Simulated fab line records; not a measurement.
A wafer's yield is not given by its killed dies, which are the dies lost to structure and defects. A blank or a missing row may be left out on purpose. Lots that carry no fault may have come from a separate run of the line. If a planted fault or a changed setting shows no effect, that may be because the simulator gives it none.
Matching of chambers :: flow n5_finfet :: N5_BEOL_M4_ETCH_70 on rie_diel-05 has 4 sister chambers
The step etches SOC in N2/H2, target depth 80 nm, overetch 24 nm, time 130 s. 4 wafers are shown with their chamber, then 10 later ones without.

## EACH WAFER AND ITS CHAMBER
wafer: L084.1
chamber: 3
drypump_motor_current_A (A): 5.4

wafer: L084.5
chamber: 2
drypump_motor_current_A (A): 5.6

wafer: L086.2
chamber: 0
drypump_motor_current_A (A): 5.3

wafer: L086.4
chamber: 1
drypump_motor_current_A (A): 4.9

## WAFERS WITH NO CHAMBER GIVEN
wafer: L086.5
drypump_motor_current_A (A): 5.3

wafer: L087.1
drypump_motor_current_A (A): 5.7

wafer: L087.4
drypump_motor_current_A (A): 5.3

wafer: L087.5
drypump_motor_current_A (A): 4.9

wafer: L088.2
drypump_motor_current_A (A): 5.4

wafer: L088.5
drypump_motor_current_A (A): 5.4

wafer: L088.6
drypump_motor_current_A (A): 5.3

wafer: L089.1
drypump_motor_current_A (A): 4.8

wafer: L089.4
drypump_motor_current_A (A): 5.3

wafer: L089.6
drypump_motor_current_A (A): 5.4

## CHAMBER TAKEN BY EACH
wafer: L086.5
from the rows above: 0
in truth: 0

wafer: L087.1
from the rows above: 2
in truth: 2

wafer: L087.4
from the rows above: 0
in truth: 0

wafer: L087.5
from the rows above: 1
in truth: 1

wafer: L088.2
from the rows above: 3
in truth: 3

wafer: L088.5
from the rows above: 3
in truth: 3

wafer: L088.6
from the rows above: 0
in truth: 0

wafer: L089.1
from the rows above: 1
in truth: 1

wafer: L089.4
from the rows above: 0
in truth: 0

wafer: L089.6
from the rows above: 3
in truth: 3
Correctly placed: 10 of 10. Not placeable from these rows: 0. Number placed wrongly: 0.
How it was worked out, from the rows above alone: a wafer's distance from a chamber is the root of the sum, over the readings, of the square of ((its reading less the chamber's mean) divided by the reading's scatter). If the next closest chamber is less than 2 further off than the closest, the wafer can't be placed; otherwise it belongs to the closest. A chamber's mean is the mean of its shown wafers. The scatter: root of mean squared gap, hidden wafer to nearest shown wafer, with one shown wafer a chamber.
